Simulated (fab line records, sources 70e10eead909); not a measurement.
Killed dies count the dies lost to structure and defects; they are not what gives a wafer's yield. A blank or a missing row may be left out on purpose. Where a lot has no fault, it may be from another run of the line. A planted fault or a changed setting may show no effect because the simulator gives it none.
Comparing a struck lot with a sound one | flow nandHarc | 15 steps out of a route of 1302
Sound: the wafers L622.4, L622.5, L622.6. The struck wafers were L627.1, L627.5, L627.6. Last of all comes the cause.
Per side, at each step with rows, come the tool, then ch with its chambers, and then its first start. Under that, the readings that differ: sound wafers | struck wafers | difference of the means | sigmas: that difference in standard deviations of wafers without a fault.
alike: words and numbers the same on both sides, and readings whose means are apart by under 2 such deviations; not compared: readings that were withheld, readings missing a value for some wafer, numbers with overlapping values and no deviation given by the record, and bounds like >300 which may hide the same value.
Wherever a step has rows on one side only, a row that says differs or no value, or a row with sigmas, the two part there. When numbers do not overlap yet have no deviation, they are printed without sigmas and do not part them. Lack of a reading on every wafer of one side parts them only where that side has two or more wafers.

first, 2 steps without rows for these wafers: NHARC_A_CONTACT_STRIP_100 (strips in CF4/CHF3); NHARC_A_CONTACT_STRIP_101 (strips in O2/COS).
NHARC_A_CONTACT_ETCH_102: etches the open film in CF4/O2, target depth 100 nm, overetch 10 nm, time 55 s.
  sound on rieDiel-07 ch 0,3, day 27 04:40; struck on rieDiel-12 ch 1,2, day 29 04:53
reading    | sound             | struck            | difference | sigmas
rfVppV (V) | 194.5 196.7 195.6 | 198.1 199.6 198.5 | +3.1       | +2
  alike: drypumpMotorCurrentA, oesProductAu, rfFwdPowerW, showerheadPlenumPTorr, throttleValvePct
  not compared: rfHoursCounterH
NHARC_A_CONTACT_STRIP_55: strips in O2.
  sound: rieDiel-07 ch 0,3; struck: rieDiel-12 ch 1,2
reading                      | sound          | struck         | difference | sigmas
showerheadPlenumPTorr (Torr) | 3.27 3.33 3.27 | 3.68 3.49 3.68 | +0.33      | +2
  alike: drypumpMotorCurrentA, oesProductAu, rfVppV, throttleValvePct
  not compared: rfHoursCounterH
then, 1 step without rows for these wafers: NHARC_A_CONTACT_STRIP_56 (strips in post etch residue remover, time 600 s).
NHARC_A_CONTACT_DEP_57: deposits aC, target thk 5300 nm.
  sound on aclDep-02 ch 0, day 27 06:53; struck on aclDep-02 ch 0, day 29 11:04
  alike: throttleValvePct
NHARC_A_CONTACT_DEP_58: deposits SiON, target thk 90 nm.
  sound on pecvd-03 ch 0,1,2, day 27 08:34; struck on pecvd-01 ch 0,1, day 29 14:23
  alike: heaterPowerOuterW, heaterPowerW, rfFwdPowerW
then, 5 steps without rows for these wafers: NHARC_A_CONTACT_DEHYDRATE_59 (time 120 s); NHARC_A_CONTACT_HMDS_60 (time 30 s); NHARC_A_CONTACT_COAT_61 (time 75 s); NHARC_A_CONTACT_COAT_62 (time 65 s); NHARC_A_CONTACT_COAT_63 (resist thk 90 nm).
NHARC_A_CONTACT_SOFTBAKE_64: time 55 s.
  sound on lithoTrack-01 ch 0, day 27 08:00; struck on lithoTrack-04 ch 0, day 29 14:00
reading               | sound                | struck               | difference | sigmas
heaterPowerTotalW (W) | 188.80 188.62 188.43 | 199.29 199.33 199.31 | +10.69     | +76
then, 2 steps without rows for these wafers: NHARC_A_CONTACT_EBR_65; NHARC_END_SORT_01.

WHERE THEY PART
At NHARC_A_CONTACT_ETCH_102 first; at NHARC_A_CONTACT_SOFTBAKE_64 last (within this record only).

WHY: whatever the simulator had introduced
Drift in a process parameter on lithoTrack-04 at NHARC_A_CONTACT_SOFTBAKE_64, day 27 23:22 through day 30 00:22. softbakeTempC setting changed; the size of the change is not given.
